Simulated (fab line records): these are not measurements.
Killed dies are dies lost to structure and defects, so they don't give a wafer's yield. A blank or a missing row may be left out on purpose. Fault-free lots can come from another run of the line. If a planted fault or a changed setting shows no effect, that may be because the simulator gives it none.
The tool behind it: which one? | flow n5 finfet | route of 1938 steps, sampled at 1 step: 12 lots, 36 wafers

== WHAT THE GAUGES SHOWED, per wafer ==
N5_WELL_APT_INSPECT_38: inspects for defects (darkfield).
lot  | measured    | on                | raw defect count
L075 | day 1 23:56 | defect inspect-01 | 36 18 12
L077 | day 2 10:46 | defect inspect-01 | 14 9 16
L079 | day 3 02:10 | defect inspect-02 | 16 9 16
L081 | day 3 12:17 | defect inspect-02 | 8 14 12
L083 | day 3 22:57 | defect inspect-01 | 13 21 14
L085 | day 4 10:44 | defect inspect-02 | 21 9 8
L087 | day 5 00:26 | defect inspect-02 | 12 8 10
L089 | day 5 10:40 | defect inspect-01 | 7 23 11
L091 | day 5 23:12 | defect inspect-01 | 7 12 9
L093 | day 6 10:46 | defect inspect-01 | 28 17 13
L095 | day 6 22:33 | defect inspect-01 | 14 11 12
L097 | day 7 10:48 | defect inspect-01 | 28 18 34

== TOOL THAT RAN EACH LOT (tool first, then ch and the chambers of the sampled wafers, then the start) ==
The record holds no process step before these readings.

== THE ANSWER, worked out from the rows above alone ==
Rule: what is usual is taken from the lots themselves. The widest of any qualifying gaps counts: lots, ordered by their means at a reading, are off when they make up no more than a third of the lots, leave a main group of 4 or more, and stand apart from it by 3 or more times the standard deviation of that group's means. A main group whose means are all the same, to the digits that the tables above print for the reading, isn't used. Also off: a lot with no number at a reading for which 4 or more lots have one. The other lots that the step has rows for count as sound.
Nothing can be told from this: no lot is off at any reading shown.

== WHAT THE SIMULATOR HAD INSERTED ==
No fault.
